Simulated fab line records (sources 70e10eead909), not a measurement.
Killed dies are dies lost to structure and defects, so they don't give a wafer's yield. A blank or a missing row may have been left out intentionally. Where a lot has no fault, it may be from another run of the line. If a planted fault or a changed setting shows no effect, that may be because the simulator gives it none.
Chamber matching + flow nand harc + NHARC_P_ZERO_WELL_DESCUM_54 on rie diel-13 has 4 sister chambers
The step chemistry O2, time 3 s. 8 wafers are shown with their chamber, then 7 later ones without.

EACH WAFER AND ITS CHAMBER
| wafer  | chamber | showerhead plenum p Torr (Torr) | drypump motor current A (A) |
|--------|---------|---------------------------------|-----------------------------|
| L078.2 | 0       | 2.07                            | 5.9                         |
| L078.3 | 2       | 1.87                            | 5.4                         |
| L078.5 | 0       | 2.07                            | 5.9                         |
| L083.3 | 2       | 1.86                            | 5.4                         |
| L083.4 | 1       | 1.78                            | 6.5                         |
| L083.5 | 3       | 1.79                            | 5.9                         |
| L089.1 | 3       | 1.78                            | 5.8                         |
| L089.4 | 1       | 1.77                            | 6.5                         |

WAFERS WITHOUT THEIR CHAMBER
| wafer  | showerhead plenum p Torr (Torr) | drypump motor current A (A) |
|--------|---------------------------------|-----------------------------|
| L089.6 | 1.77                            | 6.5                         |
| L090.1 | 1.77                            | 6.5                         |
| L090.2 | 1.86                            | 5.4                         |
| L090.5 | 1.86                            | 5.4                         |
| L095.1 | 1.78                            | 5.8                         |
| L095.2 | 2.05                            | 5.9                         |
| L095.3 | 1.77                            | 6.5                         |

EACH ONE'S CHAMBER
| wafer  | from the rows above | in truth |
|--------|---------------------|----------|
| L089.6 | 1                   | 1        |
| L090.1 | 1                   | 1        |
| L090.2 | 2                   | 2        |
| L090.5 | 2                   | 2        |
| L095.1 | 3                   | 3        |
| L095.2 | 0                   | 0        |
| L095.3 | 1                   | 1        |
7 of 7 placed correctly. From these rows, 0 cannot be placed. 0 placed wrongly.
How it was worked out, from the rows above alone: a wafer's distance from a chamber is the root of the sum, over the readings, of the square of ((its reading less the chamber's mean) divided by the reading's scatter). The wafer belongs to the nearest chamber; if the next one is less than 2 further off, it can't be placed. The mean given for a chamber averages the wafers shown for that chamber. The scatter: take each reading less its chamber's mean, square it, sum over the shown wafers, divide by the number of wafers less the number of chambers, and take the root.
